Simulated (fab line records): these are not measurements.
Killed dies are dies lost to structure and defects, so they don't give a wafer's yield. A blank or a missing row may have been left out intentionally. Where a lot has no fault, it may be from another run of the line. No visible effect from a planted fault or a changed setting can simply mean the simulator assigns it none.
A struck lot beside a sound one    flow n5Finfet    27 steps out of a route of 1938
Sound: the wafers L292.4, L292.5, L292.6. Struck: wafers L293.2, L293.4, L293.5. Last of all comes the cause.
Order at every step that has rows: each side's tool, ch and its chambers, its first start. Under that, the readings that differ: sound wafers    struck wafers    difference of the means    sigmas: that difference in standard deviations of wafers without a fault.
alike: same words and numbers on both sides, and readings whose means sit less than 2 such deviations apart. not compared: any withheld reading, any reading some wafer has no value for, any bound like >300 that may hide the same value, and any number with overlapping values for which the record gives no deviation.
Wherever a step has rows on one side only, a row that says differs or no value, or a row with sigmas, the two part there. Numbers that don't overlap but have no deviation are shown without sigmas and don't part them. Lack of a reading on every wafer of one side parts them only where that side has two or more wafers.

first, 1 step without rows for these wafers: N5_MIM_BOT_LITHO_HARDBAKE_09 (time 120 s).
N5_MIM_BOT_LITHO_CD_MEAS_08: target cd 3000 nm.
  sound on cdSem-02 ch 0, day 13 11:03; struck on cdSem-02 ch 0, day 14 12:22
  alike: cdNm
N5_MIM_BOT_LITHO_OVL_MEAS_11:
  sound on overlay-01 ch 0, day 13 11:05; struck on overlay-01 ch 0, day 14 12:23
  alike: MIM_BOT_OVL
N5_MIM_BOT_LITHO_INSPECT_12: inspects for defects (macro).
  sound: defectInspect-02 at day 13 11:06; struck: defectInspect-01 at day 14 12:25
  alike: rawDefectCount
N5_MIM_BOT_LITHO_DESCUM_10: chemistry O2, time 7.9 s.
  sound on rieDiel-03 ch 1,2, day 13 11:08; struck on rieDiel-04 ch 0,1,3, day 14 12:31
reading              sound           struck          difference  sigmas
oesProductAu (a.u.)  0.94 0.84 0.94  0.80 0.80 0.71  -0.14       -2
  alike: drypumpMotorCurrentA, rfVppV, showerheadPlenumPTorr, throttleValvePct
  not compared: rfHoursCounterH
then, 1 step without rows for these wafers: N5_MIM_BOT_ETCH_ETCH_04 (etches SiNx in CF4/O2, target depth 26 nm, time 13 s).
N5_MIM_BOT_ETCH_ETCH_03: etches the open film in Cl2/BCl3, target depth 12 nm.
  sound on rieMetal-02 ch 0,1, day 13 11:20; struck on rieMetal-03 ch 0,1, day 14 12:40
reading                   sound        struck       difference  sigmas
drypumpMotorCurrentA (A)  6.5 6.3 6.5  5.5 5.6 5.7  -0.8        -2
  alike: oesProductAu, throttleValvePct
  not compared: rfHoursCounterH
then, 1 step without rows for these wafers: N5_MIM_BOT_ETCH_ETCH_00 (etches TiN in Cl2/BCl3, target depth 45.5 nm).
N5_MIM_BOT_ETCH_STRIP_01: strips in O2.
  sound on rieDiel-04 ch 2,3, day 13 11:47; struck on rieDiel-06 ch 0,2, day 14 12:54
  alike: drypumpMotorCurrentA, oesProductAu, rfVppV, showerheadPlenumPTorr, throttleValvePct
  not compared: rfHoursCounterH
then, 3 steps without rows for these wafers: N5_MIM_BOT_ETCH_STRIP_02 (strips in post etch residue remover, time 1200 s); N5_MIM_BOT_ETCH_CLEAN_05 (cleans in IPA, time 180 s); N5_MIM_BOT_ETCH_SRD_06 (time 30 s).
N5_PASSIVATION_PECVD_55: deposits SiO2 from SiH4/N2O, target thk 400 nm, time 22.5 s.
  sound on pecvd-04 ch 0,1,2, day 13 12:19; struck on pecvd-04 ch 1,2, day 14 13:25
  alike: heaterPowerW, showerheadPlenumPTorr, throttleValvePct
N5_PASSIVATION_PECVD_01: deposits SiNx from SiH4/NH3/N2, target thk 200 nm, time 43.2 s.
  sound on pecvd-04 ch 0,1,2, day 13 12:21; struck on pecvd-04 ch 1,2, day 14 13:26
  alike: heaterPowerW, showerheadPlenumPTorr, throttleValvePct
then, 8 steps without rows for these wafers: N5_PASSIVATION_HMDS_03 (time 60 s); N5_PASSIVATION_COAT_04; N5_PASSIVATION_EBR_06; N5_PASSIVATION_SOFTBAKE_05 (time 90 s); N5_PASSIVATION_EXPOSE_07 (exposes mask TV, defocus 0 nm, target cd 3000 nm); N5_PASSIVATION_PEB_08; N5_PASSIVATION_DEVELOP_09 (develop time 60 s); N5_PASSIVATION_HARDBAKE_11 (time 120 s).
N5_PASSIVATION_CD_MEAS_10: target cd 3000 nm.
  sound on cdSem-01 ch 0, day 13 14:19; struck on cdSem-01 ch 0, day 14 16:10
  alike: cdNm
N5_PASSIVATION_OVL_MEAS_60:
  sound on overlay-01 ch 0, day 13 14:21; struck on overlay-02 ch 0, day 14 16:11
  alike: TV_OVL
N5_PASSIVATION_INSPECT_61: inspects for defects (macro).
  sound: defectInspect-01 at day 13 14:22; struck: defectInspect-02 at day 14 16:13
reading         sound  struck          difference  sigmas
rawDefectCount  1 1 1  >300 >300 >300  differs     
N5_PASSIVATION_DESCUM_12: chemistry O2, time 7.9 s.
  sound on rieDiel-05 ch 0,1,2, day 13 14:26; struck on rieDiel-05 ch 1,3, day 14 16:14
  alike: drypumpMotorCurrentA, oesProductAu, rfVppV, showerheadPlenumPTorr, throttleValvePct
  not compared: rfHoursCounterH
N5_PASSIVATION_PROBE_49:
  the record has rows for the struck wafers here (prober-02, day 14 23:48) and none for the sound ones

## WHERE THEY PART
Last at N5_PASSIVATION_PROBE_49 as far as this record goes, first at N5_MIM_BOT_LITHO_DESCUM_10.

WHY: what had been put in by the simulator
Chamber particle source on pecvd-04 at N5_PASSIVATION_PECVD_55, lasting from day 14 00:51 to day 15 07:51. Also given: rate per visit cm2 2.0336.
